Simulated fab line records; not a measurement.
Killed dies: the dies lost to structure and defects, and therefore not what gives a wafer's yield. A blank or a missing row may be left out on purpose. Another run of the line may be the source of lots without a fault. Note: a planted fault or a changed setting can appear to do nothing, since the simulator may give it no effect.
fab line records	flow n5Finfet
record lots=4	wafers=11	lastDay=18
route steps=1938 shown BEOL_M13@1684 BEOL_M14@1716 BEOL_M15@1830 PASSIVATION@1936
lots that met no fault: taken from a fault-free run of the same line
startH: hours from the record's first day to the start of the lot's first wafer shown	waitH: hours from the lot's prior step to this one	" unchanged from the row above	L1.1+2: a single row standing in for several wafers	- either no value or no given start	* or withheld: withheld	< > ~ a bound
route shown NAME@n: a module of which the file shows steps, and the number in the route of the first	usual: average and standard deviation across the fault-free wafers	same: alike in all rows	chamber/n: place in a boat	sites: readings site by site	_std_site: standard deviation of those values	_edge_site: inner sites' mean taken away from outer sites' mean	radiusMm: how far each site lies from the wafer's centre	mask NAME#n: copy n	behind: tool/chamber where the wafer was last shaped	hold: why the lot went on hold/how many hours it stayed there/how the hold came to an end	device: transistor that didn't switch, given as n, p or np	end of line: the route-end tests of the same wafers	where a step has no rows: the recipe by itself	killed: not the wafer's yield, but the dies lost to structure and defects at the first sort	map: the dies of a wafer, with x for killed, . for not killed, _ for no die there
set.NAME: the setting the step ran with; set.NAME@STEP: the setting that earlier step ran with	model.NAME: the simulator's own value behind a step, which no gauge read
lots at some steps of the route; a table a step, a row a wafer
services: from which hour (startH, from the record's first day; less than 0 if before it) a tool's chamber was out of use, for how many hours, and why
## steps
# step N5_BEOL_M13_SOFTBAKE_23
# recipe tempC=130	timeS=60
# step N5_BEOL_M13_EXPOSE_25
# recipe maskId=M13	na=0.93	sourceShape=conventional	sigmaOuter=0.4	polarization=unpolarized	targetCdNm=210	doseMj=22
# step N5_BEOL_M13_PEB_26
# recipe pebTempC=130	pebTimeS=90
# step N5_BEOL_M13_DEVELOP_27
# recipe developTimeS=45	rinseLiquid=diw	dry=airSpin	devTempC=21
# step N5_BEOL_M13_HARDBAKE_32
# recipe tempC=130	timeS=120
# step N5_BEOL_M13_DESCUM_33
# recipe chemistry=O2	timeS=7.9	sourcePowerW=50	biasPowerW=20	pressureMtorr=20	rfFrequencyHz=2.712e+07	tempC=40	o2FlowSccm=225
# step N5_BEOL_M13_ETCH_67
# recipe chemistry=CF4	target=SiARC	targetDepthA=1430	timeS=238.3	ionEnergyEv=80	pressureMtorr=40	sourceW=545	biasW=36	Ar_flow_sccm=100	cf4FlowSccm=100	ends=cleared
# step N5_BEOL_M13_ETCH_68
# recipe chemistry=N2/H2	target=SOC	maskMaterial=SiARC	sourceW=3000	biasW=350	tempC=40	timeS=355	ionEnergyEv=200	pressureMtorr=30	n2FlowSccm=200	h2FlowSccm=200
# step N5_BEOL_M13_STRIP_69
# recipe chemistry=N2/H2	tempC=40	n2FlowSccm=200	h2FlowSccm=200	rfFrequencyHz=6e+07
# step N5_BEOL_M13_TRENCH_ETCH_34
# recipe chemistry=C4F8/O2/Ar	target=SiOC	targetDepthA=4134.7	maskMaterial=SOC	pressureMtorr=30	sourceW=3000	biasW=700	Ar_flow_sccm=400	C4F8_flow_sccm=15	O2_flow_sccm=8	heInnerTorr=15	heOuterTorr=30	timeS=162.6	ionEnergyEv=250
# usual drypumpMotorCurrentA=6.0/0.45	oesProductAu=0.78/0.091	rfVppV=665/4	showerheadPlenumPTorr=3.39/0.13	throttleValvePct=24.30/0.24
lot.wafer	tool	chamber	startH	waitH	drypumpMotorCurrentA	oesProductAu	rfHoursCounterH	rfVppV	showerheadPlenumPTorr	throttleValvePct	model.etch.depthNm
L184.3	rieDiel-06	3	298.18	0.0	5.9	0.75	161	659	3.17	24.00	419.9
L184.4	"	0	"	"	6.5	0.72	220	660	3.26	23.91	415
L184.6	"	3	"	"	5.9	0.76	-	657	3.17	23.97	421.1
L185.1	rieDiel-06	1	317.84	0.0	6.5	0.85	74	670	3.60	24.26	423.4
L185.2	"	2	"	"	5.7	0.92	26	663	3.36	24.55	432
L185.3	"	0	"	"	6.5	0.73	227	660	3.25	23.93	461.1
L189.5	rieDiel-06	1	327.25	0.1	6.5	0.84	-	671	3.60	24.29	463.6
L189.6	"	0	"	"	6.5	0.73	-	661	3.25	23.94	424.4
L196.1	rieDiel-01	2	378.22	0.0	5.4	0.68	247	668	3.50	24.39	401.6
L196.4	"	0	"	"	5.5	0.91	21	663	3.37	24.25	418
L196.6	"	0	"	"	5.5	0.91	-	662	3.37	24.26	421.7
# step N5_BEOL_M13_STRIP_70
# recipe chemistry=C4F8/O2/Ar	resist=SiARC	rfFrequencyHz=6e+07
# step N5_BEOL_M13_OCD_MEAS_35
# usual trenchDepthNm=415/9.5
lot.wafer	tool	chamber	startH	waitH	trenchDepthNm
L184.3	ocd-01	-	298.36	0.0	420
L184.4	"	-	"	"	415
L184.6	"	-	"	"	421
L185.1	ocd-01	-	318.01	0.0	423
L185.2	"	-	"	"	431
L185.3	"	-	"	"	461
L189.5	ocd-01	-	327.36	0.0	464
L189.6	"	-	"	"	424
L196.1	ocd-02	-	378.39	0.0	401
L196.4	"	-	"	"	418
L196.6	"	-	"	"	422
# step N5_BEOL_M13_STRIP_37
# recipe chemistry=N2/H2	powerW=1000	tempC=250	h2Frac=0.65	overashFraction=0.3	pressureMtorr=withheld	n2FlowSccm=1750	h2FlowSccm=3250
# step N5_BEOL_M13_ETCH_38
# recipe chemistry=CF4/N2	target=SiCN	targetDepthA=675	taperDeg=2	timeS=71.9	ionEnergyEv=150	maskMaterial=SiO2	pressureMtorr=40	sourceW=430	biasW=70	Ar_flow_sccm=100	cf4FlowSccm=60	n2FlowSccm=60
# step N5_BEOL_M13_PRECLEAN_39
# recipe chemistry=residueRemover	timeS=60	tempC=40
# step N5_BEOL_M13_SRD_40
# recipe timeS=30	tempC=23	rinseLiquid=diw	dry=n2Spin	spinRpm=1500	dryTimeS=30
# step N5_BEOL_M13_DEGAS_41
# recipe ambient=vacuum	tempC=250	timeS=60
# step N5_BEOL_M13_PRE_CLEAN_42
# recipe gas=H2/He	timeS=30	tempC=250
# step N5_BEOL_M13_SPUTTER_43
# recipe material=TaN	targetThkA=150	tempC=50	biasV=168.6	powerW=15000	chamberPressurePa=0.12	timeS=24.19
# step N5_BEOL_M13_SPUTTER_44
# recipe material=Ta	targetThkA=100	tempC=50	biasV=80	powerW=15000	chamberPressurePa=0.07	timeS=16.13
# step N5_BEOL_M13_SPUTTER_45
# recipe material=Cu	targetThkA=800	tempC=-20	biasV=60	powerW=26000	chamberPressurePa=0.13	timeS=13.33
# step N5_BEOL_M13_ECD_47
# recipe material=Cu	targetThkA=9360
# step N5_BEOL_M13_ANNEAL_48
# recipe tempC=225	timeS=90	ambient=N2
# step N5_BEOL_M13_CMP_49
# recipe stopOn=SiOC	tOverpolishS=17.1	downForcePsi=1	platenRpm=50	clearingPlatenDownForcePsi=1.5	clearingPlatenRpm=50	postCmpClean=cuAlkaline	targetThkNm=420	clearingPlatenPadVelocityMS=0.99484	padVelocityMS=0.99484
# usual barrierFieldEndpointS=30.2/1	headPressurePsi=0.9997/0.002	motorCurrentA=6.0/0.68	overpolishRunS=17.099/0.0098
lot.wafer	tool	chamber	startH	waitH	barrierFieldEndpointS	headPressurePsi	motorCurrentA	overpolishRunS	model.Cu_of_BEOL_M13_ECD_47.thkNm
L184.4	cmp-02	3	301.46	0.2	29.8	0.9994	6.2	17.085	420.6
L184.3	"	1	"	"	30.2	1.0003	6.8	17.102	426.8
L184.6	"	0	"	"	29.7	0.9969	5.8	17.088	428.4
L185.1	cmp-04	0	324.15	0.3	29.8	0.9999	5.9	17.107	431.2
L185.3	"	1	"	"	30.7	1.0018	6.0	17.095	468
L185.2	"	2	"	"	31.2	0.9989	5.7	17.082	438
L189.5	cmp-02	1	332.71	0.2	31.0	0.9999	7.0	17.077	468.6
L189.6	"	2	"	"	29.7	0.9981	4.8	17.116	428.4
L196.1	cmp-01	3	384.03	0.3	30.8	0.9999	6.6	17.096	407.4
L196.4	"	0	"	"	31.7	0.9991	6.9	17.097	425.2
L196.6	"	3	"	"	30.0	1.0051	6.8	17.104	428.8
# step N5_BEOL_M13_THK_MEAS_50
# recipe thkMeasGauge=xrf	reads=Cu_of_BEOL_M13_ECD_47
# usual M13_THK=418/10
lot.wafer	tool	chamber	startH	waitH	M13_THK[nm]
L184.3	filmMetro-01	-	301.76	-	423
L184.4	"	-	"	"	417
L184.6	"	-	"	"	424
L185.1	filmMetro-02	-	324.40	-	433
L185.2	"	-	"	"	440
L185.3	"	-	"	"	468
L189.5	filmMetro-02	-	332.86	-	465
L189.6	"	-	"	"	423
L196.1	filmMetro-01	-	384.33	-	405
L196.4	"	-	"	"	423
L196.6	"	-	"	"	426
# step N5_BEOL_M13_PRE_CLEAN_52
# recipe gas=NH3	timeS=15	tempC=withheld	rfPowerW=300
# step N5_BEOL_M13_DEP_53
# recipe material=SiCN	targetThkA=500	tempC=withheld	precursor=3MS/NH3	pressureTorr=3	rfW=675	timeS=17.8
# step N5_BEOL_M13_RS_MEAS_54
# recipe thkMeasGauge=four-point-probe	reads=Cu_of_BEOL_M13_ECD_47+Ta_of_BEOL_M13_SPUTTER_44+TaN_of_BEOL_M13_SPUTTER_43
# usual M13_RS=0.0449/0.0011
lot.wafer	tool	chamber	startH	waitH	M13_RS[ohm/sq]
L184.3	filmMetro-01	-	301.89	0.1	0.0442
L184.4	"	-	"	"	0.0448
L184.6	"	-	"	"	0.0440
L185.1	filmMetro-01	-	324.56	0.1	0.0438
L185.2	"	-	"	"	0.0430
L185.3	"	-	"	"	0.0402
L189.5	filmMetro-01	-	332.99	0.0	0.0403
L189.6	"	-	"	"	0.0441
L196.1	filmMetro-02	-	384.46	0.0	0.0466
L196.4	"	-	"	"	0.0444
L196.6	"	-	"	"	0.0441
# step N5_BEOL_M14_ILD_DEP_00
# recipe material=SiO2	targetThkA=11193	tempC=400	precursor=TEOS/O2	pressureTorr=6.5	rfW=900	teosFlowSccm=161.4	gas=O2	flowSccm=2650	timeS=237.4
# step N5_BEOL_M14_COAT_58
# recipe resist=BARC	tempC=205	timeS=60	spinRpm=1500	resistThkNm=89
# step N5_BEOL_M14_COAT_04
# recipe spinRpm=1704	resistThkNm=800
# step N5_BEOL_M14_EBR_06
# recipe solvent=PGMEA	ebrWidthMm=1.5
# step N5_BEOL_M14_SOFTBAKE_05
# recipe tempC=130	timeS=60
# step N5_BEOL_M14_EXPOSE_07
# recipe maskId=V13	na=0.8	sourceShape=annular	sigmaInner=0.5	sigmaOuter=0.8	polarization=unpolarized	attpsmPhaseDeg=180	doseMj=57
# step N5_BEOL_M14_PEB_08
# recipe pebTempC=130	pebTimeS=90
# step N5_BEOL_M14_DEVELOP_09
# recipe developTimeS=45	rinseLiquid=diw	dry=airSpin	devTempC=21
# step N5_BEOL_M14_HARDBAKE_14
# recipe tempC=130	timeS=120
# step N5_BEOL_M15_RC_MEAS_101
# usual COMB_M10=1.4e-11/2.9e-12	COMB_M11=1.5e-11/3.3e-12	COMB_M12=6.4e-12/1.4e-12	COMB_M13=4.9e-12/1.1e-12	COMB_M14=3.6e-12/1e-12	COMB_M15=2.4e-12/7.4e-13	COMB_M5=3.6e-11/7.6e-12	COMB_M6=2.5e-11/5.3e-12	COMB_M7=2.6e-11/5.2e-12	COMB_M8=2.7e-11/5e-12	COMB_M9=1.4e-11/3.5e-12	SERP_M10=3.20/0.11	SERP_M11=3.09/0.11	SERP_M12=0.629/0.018	SERP_M13=0.307/0.0081	SERP_M13_max_site=0.311/0.0081	SERP_M14=0.163/0.0073	SERP_M14_max_site=0.165/0.0075	SERP_M5=39.9/2.4	SERP_M5_max_site=41.3/2.5	SERP_M6=14.3/0.69	SERP_M7=14.0/0.69	SERP_M8=14.3/0.76	SERP_M9=3.09/0.097
lot.wafer	tool	chamber	startH	waitH	COMB_M10[S/m]	COMB_M11[S/m]	COMB_M12[S/m]	COMB_M13[S/m]	COMB_M14[S/m]	COMB_M15[S/m]	COMB_M5[S/m]	COMB_M6[S/m]	COMB_M7[S/m]	COMB_M8[S/m]	COMB_M9[S/m]	SERP_M10[ohm/um]	SERP_M11[ohm/um]	SERP_M12[ohm/um]	SERP_M13[ohm/um]	SERP_M13_max_site[ohm/um]	SERP_M14[ohm/um]	SERP_M14_max_site[ohm/um]	SERP_M5[ohm/um]	SERP_M5_max_site[ohm/um]	SERP_M6[ohm/um]	SERP_M7[ohm/um]	SERP_M8[ohm/um]	SERP_M9[ohm/um]
L184.3	prober-01	0	316.68	0.3	1.45e-11	1.8e-11	8.5e-12	2.9e-12	2.6e-12	2.8e-12	4.3e-11	1.8e-11	4.4e-11	2.6e-11	1.2e-11	3.42	2.94	0.641	0.308	0.311	0.155	0.156	37.4	38.5	13.4	14.1	14.0	3.11
L184.4	"	0	"	"	9.4e-12	1.7e-11	5.2e-12	5.5e-12	3.2e-12	1.9e-12	3.9e-11	2.8e-11	2.6e-11	2.5e-11	1.5e-11	3.25	3.05	0.639	0.312	0.315	0.177	0.179	39.1	40.3	14.7	14.5	13.1	3.18
L184.6	"	0	"	"	1.6e-11	1.3e-11	7.4e-12	5.6e-12	3.1e-12	2.1e-12	3.1e-11	2.2e-11	2.3e-11	2.4e-11	1.2e-11	3.24	2.95	0.648	0.301	0.305	0.157	0.161	39.3	40.5	14.0	13.9	13.1	3.06
L185.1	prober-02	0	338.80	0.0	1.97e-11	1.3e-11	7.3e-12	4.7e-12	4.3e-12	3.6e-12	3.5e-11	2.1e-11	2.5e-11	2.5e-11	1.2e-11	3.07	3.09	0.654	0.293	0.296	0.162	0.164	41.3	42.8	13.9	13.5	13.0	3.05
L185.2	"	0	"	"	1.78e-11	1.5e-11	6.6e-12	5.4e-12	4.3e-12	3.4e-12	4.5e-11	2.5e-11	2.3e-11	3.2e-11	1.3e-11	3.17	3.17	0.626	0.292	0.296	0.156	0.158	38.5	40.7	13.9	13.0	13.7	3.16
L185.3	"	0	"	"	1.83e-11	1.5e-11	8.5e-12	3.9e-12	4.5e-12	3.1e-12	3.3e-11	2.1e-11	2.8e-11	2.5e-11	1.2e-11	3.07	3.20	0.632	0.280	0.285	0.167	0.170	42.5	43.8	13.4	13.9	13.9	3.06
L189.5	prober-01	0	350.18	0.6	1.54e-11	1.6e-11	5.6e-12	4.6e-12	3.4e-12	2.3e-12	3.2e-11	2e-11	2.7e-11	2.2e-11	1.5e-11	3.31	3.03	0.615	0.277	0.280	0.165	0.166	38.1	39.2	13.9	14.1	13.8	2.92
L189.6	"	0	"	"	1.07e-11	1.4e-11	6.4e-12	5.7e-12	3.1e-12	2.5e-12	2.3e-11	1.9e-11	2.2e-11	2.7e-11	1.2e-11	3.10	3.13	0.591	0.303	0.306	0.170	0.172	39.4	40.6	14.3	14.0	13.7	2.91
L196.1	prober-01	0	402.47	0.0	9.7e-12	1.1e-11	5.8e-12	3.3e-12	3e-12	1.3e-12	3.8e-11	3.9e-11	2.2e-11	2.5e-11	1.6e-11	3.12	3.15	0.635	0.312	0.315	0.164	0.165	41.1	43.0	14.0	12.4	13.7	3.10
L196.4	"	0	"	"	1.23e-11	1.3e-11	6.3e-12	3e-12	2.9e-12	2.3e-12	3.1e-11	2.5e-11	3e-11	3e-11	1.4e-11	3.01	3.13	0.662	0.293	0.294	0.160	0.161	41.7	42.7	14.9	13.1	14.4	2.88
L196.6	"	0	"	"	1.25e-11	9e-12	4.8e-12	3.2e-12	2.9e-12	2.1e-12	3.3e-11	3.7e-11	2.8e-11	2.6e-11	1.6e-11	3.05	3.16	0.638	0.294	0.296	0.161	0.163	46.3	48.2	14.7	13.0	13.2	2.99
# sites SERP_M13 radiusMm=0,75,75,75,75,140,140,140,140
L184.3 0.309 0.310 0.311 0.308 0.308 0.306 0.301 0.305 0.304
L185.1 0.293 0.293 0.293 0.296 0.294 0.289 0.293 0.295 0.291
L189.5 0.277 0.279 0.278 0.280 0.279 0.276 0.275 0.276 0.277
L196.1 0.310 0.315 0.314 0.309 0.312 0.311 0.313 0.313 0.310
# step N5_PASSIVATION_PROBE_49
# usual defectLimitedYield=91.2/1.6	killed_at_M0_to_M3=34/11	killed_at_M4_up=13/5.2	killedAtContacts=13/6.3	killedAtFrontEnd=40/14	killedAtOther=3.2/2.4	killedDies=104/19	killedOpen=69/14	killedShort=32/7.5	sort_bin_5_function=5.3/1.1	sort_bin_6_memory=3.2/0.73	sortNPass=1076/19	sortYieldPct=91.2/1.6
# same grossDies=1180	killedAtBackSide=0	sort_bin_4_leakage[%]=0	sort_bin_8_speed[%]=0
lot.wafer	tool	chamber	startH	waitH	defectLimitedYield[%]	killed_at_M0_to_M3	killed_at_M4_up	killedAtContacts	killedAtFrontEnd	killedAtOther	killedDies	killedOpen	killedShort	sort_bin_5_function[%]	sort_bin_6_memory[%]	sortNPass	sortYieldPct[%]
L184.3	prober-02	-	329.00	0.1	92.6	40	7	11	27	2	87	58	28	4.8	2.4	1093	92.6
L184.4	prober-02	-	329.05	0.2	92.0	34	11	15	29	5	94	58	35	3.5	4.0	1086	92.0
L184.6	prober-02	-	329.15	0.3	89.2	44	19	15	44	5	127	83	40	7.4	3.1	1053	89.2
L185.1	prober-02	-	358.47	0.0	90.1	38	18	12	49	0	117	79	38	5.3	4.2	1063	90.1
L185.2	prober-02	-	358.52	0.1	92.8	23	13	18	30	1	85	61	24	3.7	3.3	1095	92.8
L185.3	prober-02	-	358.57	0.1	93.8	28	9	7	29	0	73	47	26	3.5	2.4	1107	93.8
L189.5	prober-02	-	364.69	0.2	92.3	32	9	13	33	4	91	58	27	5.1	2.5	1089	92.3
L189.6	prober-02	-	364.74	0.3	89.4	64	8	11	38	4	125	83	39	6.0	4.3	1055	89.4
L196.1	prober-02	-	421.56	0.0	91.1	17	29	5	48	6	105	64	39	5.6	3.0	1075	91.1
L196.4	prober-02	-	421.71	0.2	91.8	27	22	6	40	2	97	61	33	5.2	2.8	1083	91.8
L196.6	prober-02	-	421.81	0.3	91.2	22	28	11	40	3	104	75	29	5.2	3.4	1076	91.2
# killed by level:class
L184.3 BEOL_M2:geometricParticle:open=12 MOL_CONTACT_COAG:geometricParticle:open=8 BEOL_M0_SAQP:geometricParticle:open=7 GATE_CUT:geometricParticle:open=7 BEOL_M3:geometricParticle:open=6 BEOL_M0_SAQP:geometricParticle:short=5 FIN_SAQP:geometricParticle:open=4 FIN_SAQP:geometricParticle:short=4
L184.4 MOL_CONTACT_COAG:geometricParticle:open=9 BEOL_M2:geometricParticle:open=8 MOL_CONTACT_COAG:geometricParticle:short=6 BEOL_M0_SAQP:geometricParticle:open=6 FIN_SAQP:geometricParticle:open=5 FIN_SAQP:geometricParticle:short=5 DUMMY_GATE:geometricParticle:open=5 BEOL_M0_SAQP:geometricParticle:short=5
L184.6 MOL_CONTACT_COAG:geometricParticle:open=11 BEOL_M0_SAQP:geometricParticle:short=10 BEOL_M2:geometricParticle:open=10 FIN_SAQP:geometricParticle:open=9 BEOL_M0_SAQP:geometricParticle:open=8 STI_FIN_REVEAL:geometricParticle:open=7 FIN_SAQP:geometricParticle:short=6 DUMMY_GATE:geometricParticle:open=5
L185.1 STI_FIN_REVEAL:geometricParticle:open=16 BEOL_M0_SAQP:geometricParticle:open=10 MOL_CONTACT_COAG:geometricParticle:open=9 BEOL_M0_SAQP:geometricParticle:short=7 BEOL_M1:geometricParticle:open=7 FIN_SAQP:geometricParticle:short=6 BEOL_M2:geometricParticle:open=5 BEOL_M4:geometricParticle:open=5
L185.2 MOL_CONTACT_COAG:geometricParticle:open=15 BEOL_M0_SAQP:geometricParticle:short=7 DUMMY_GATE:geometricParticle:open=6 FIN_SAQP:geometricParticle:open=5 STI_FIN_REVEAL:geometricParticle:open=5 BEOL_M4:geometricParticle:open=5 BEOL_M6:geometricParticle:open=5 FIN_SAQP:geometricParticle:short=4
L185.3 BEOL_M0_SAQP:geometricParticle:short=10 BEOL_M0_SAQP:geometricParticle:open=10 STI_FIN_REVEAL:geometricParticle:open=8 MOL_CONTACT_COAG:geometricParticle:open=6 FIN_SAQP:geometricParticle:short=4 DUMMY_GATE:geometricParticle:open=4 BEOL_M3:geometricParticle:open=4 GATE_CUT:geometricParticle:short=3
L189.5 FIN_SAQP:geometricParticle:open=8 MOL_CONTACT_COAG:geometricParticle:open=8 BEOL_M0_SAQP:geometricParticle:open=8 BEOL_M0_SAQP:geometricParticle:short=7 BEOL_M2:geometricParticle:open=7 DUMMY_GATE:geometricParticle:open=5 BEOL_M0:geometricParticle:open=5 PASS1_DEP:geometricParticle:short=4
L189.6 BEOL_M0_SAQP:geometricParticle:open=15 BEOL_M1:geometricParticle:open=15 GATE_CUT:geometricParticle:short=10 BEOL_M3:geometricParticle:open=9 MOL_CONTACT_COAG:geometricParticle:open=8 BEOL_M0_SAQP:geometricParticle:short=8 BEOL_M2:geometricParticle:open=7 STI_FIN_REVEAL:geometricParticle:open=5
L196.1 BEOL_M4:geometricParticle:open=19 STI_FIN_REVEAL:geometricParticle:open=14 FIN_SAQP:geometricParticle:short=7 STI_FIN_REVEAL:geometricParticle:short=7 BEOL_M0_SAQP:geometricParticle:short=4 BEOL_M0_SAQP:geometricParticle:open=4 BEOL_M4:geometricParticle:short=4 STARTING-WAFER:geometricParticle:open=4
L196.4 STI_FIN_REVEAL:geometricParticle:open=17 BEOL_M4:geometricParticle:open=10 FIN_SAQP:geometricParticle:short=7 BEOL_M0_SAQP:geometricParticle:short=7 DUMMY_GATE:geometricParticle:open=5 BEOL_M4:geometricParticle:short=5 BEOL_M0_SAQP:geometricParticle:open=5 BEOL_M2:geometricParticle:open=5
L196.6 STI_FIN_REVEAL:geometricParticle:open=17 BEOL_M4:geometricParticle:open=16 MOL_CONTACT_COAG:geometricParticle:open=10 FIN_SAQP:geometricParticle:open=7 FIN_SAQP:geometricParticle:short=7 BEOL_M1:geometricParticle:open=5 BEOL_M4:geometricParticle:short=5 BEOL_M3:geometricParticle:open=4
## services
tool	chamber	startH	hours	kind
rieDiel-01	1	293.98	4.3	repair
cmp-04	-	301.98	4.0	pm
cmp-04	-	305.98	-	consumableReplace:conditioner
cmp-04	-	305.98	-	consumableReplace:pad
cmp-01	-	324.78	0.4	repair
rieDiel-01	-	333.66	2.8	pm
cmp-04	-	358.00	2.3	repair
rieDiel-06	2	371.77	13.6	repair
cmp-02	-	380.38	4.0	pm
## key
firstSign step=N5_BEOL_M13_OCD_MEAS_35	reading=trenchDepthNm	direction=up	sigmas=5.1	usual=415	struck=462
effect step=N5_BEOL_M13_THK_MEAS_50	reading=M13_THK	direction=up	sigmas=4.7	usual=418	struck=466
effect step=N5_BEOL_M13_RS_MEAS_54	reading=M13_RS	direction=down	sigmas=4.3	usual=0.0449	struck=0.0402
effect step=N5_BEOL_M15_RC_MEAS_101	reading=SERP_M13	direction=down	sigmas=3.5	usual=0.307	struck=0.279
modelEffect step=N5_BEOL_M13_TRENCH_ETCH_34	value=etch.depthNm	without=422.4	struck=462.4
modelEffect step=N5_BEOL_M13_CMP_49	value=Cu_of_BEOL_M13_ECD_47.thkNm	without=428.3	struck=468.3
metAt N5_BEOL_M13_TRENCH_ETCH_34
struckWafers L185.3,L189.5
onsetBetween 298.18 317.84
fault kind=processParameterDrift	tool=rieDiel-06	chamber=-	onsetH=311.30	steps=N5_BEOL_M13_TRENCH_ETCH_34	channel=timeS	offset=*	shape=step	endH=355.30	scope=struckWafersOnly	actsIn=*	stated=*
